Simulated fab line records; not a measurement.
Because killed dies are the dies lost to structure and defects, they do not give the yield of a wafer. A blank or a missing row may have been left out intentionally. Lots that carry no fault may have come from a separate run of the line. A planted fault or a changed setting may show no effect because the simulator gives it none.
Chamber matching + flow n5 finfet + 3 sister chambers for N5_BEOL_M7_CVD_78 on cvd co-02
The step deposits Co from CCTBA/H2, target thk 2 nm, time 142.3 s. 6 wafers are shown with their chamber, then 7 later ones without.

WAFERS, EACH WITH ITS CHAMBER
| wafer  | chamber | run length s (s) |
|--------|---------|------------------|
| L685.2 | 2       | 164.5            |
| L686.1 | 2       | 164.5            |
| L686.2 | 0       | 164.8            |
| L686.3 | 1       | 165.3            |
| L690.2 | 1       | 165.5            |
| L690.5 | 0       | 164.5            |

WAFERS WHOSE CHAMBER IS MISSING
| wafer  | run length s (s) |
|--------|------------------|
| L690.6 | 165.1            |
| L700.1 | 165.2            |
| L700.2 | 164.4            |
| L700.3 | 165.1            |
| L702.1 | 164.6            |
| L702.3 | 165.2            |
| L702.6 | 165.2            |

THE CHAMBER EACH PASSED THROUGH
| wafer  | from the rows above     | in truth                   |
|--------|-------------------------|----------------------------|
| L690.6 | can't be placed: 1 or 0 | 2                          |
| L700.1 | 1                       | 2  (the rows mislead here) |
| L700.2 | can't be placed: 2 or 0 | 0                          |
| L700.3 | can't be placed: 1 or 0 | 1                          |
| L702.1 | can't be placed: 0 or 2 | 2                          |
| L702.3 | 1                       | 1                          |
| L702.6 | 1                       | 1                          |
Correct placement for 2 of the 7. Can't be placed from these rows: 4 (the true chamber is among the candidates in 3). Placed wrongly: 1.
How it was worked out, from the rows above alone: a wafer's distance from a chamber is the root of the sum, over the readings, of the square of ((its reading less the chamber's mean) divided by the reading's scatter). If the next closest chamber is less than 2 further off than the closest, the wafer can't be placed; otherwise it belongs to the closest. A chamber's mean is the mean of its shown wafers. The scatter is the square root of a quotient: the sum, over the shown wafers, of each reading's squared deviation from its chamber's mean, divided by wafers minus chambers.
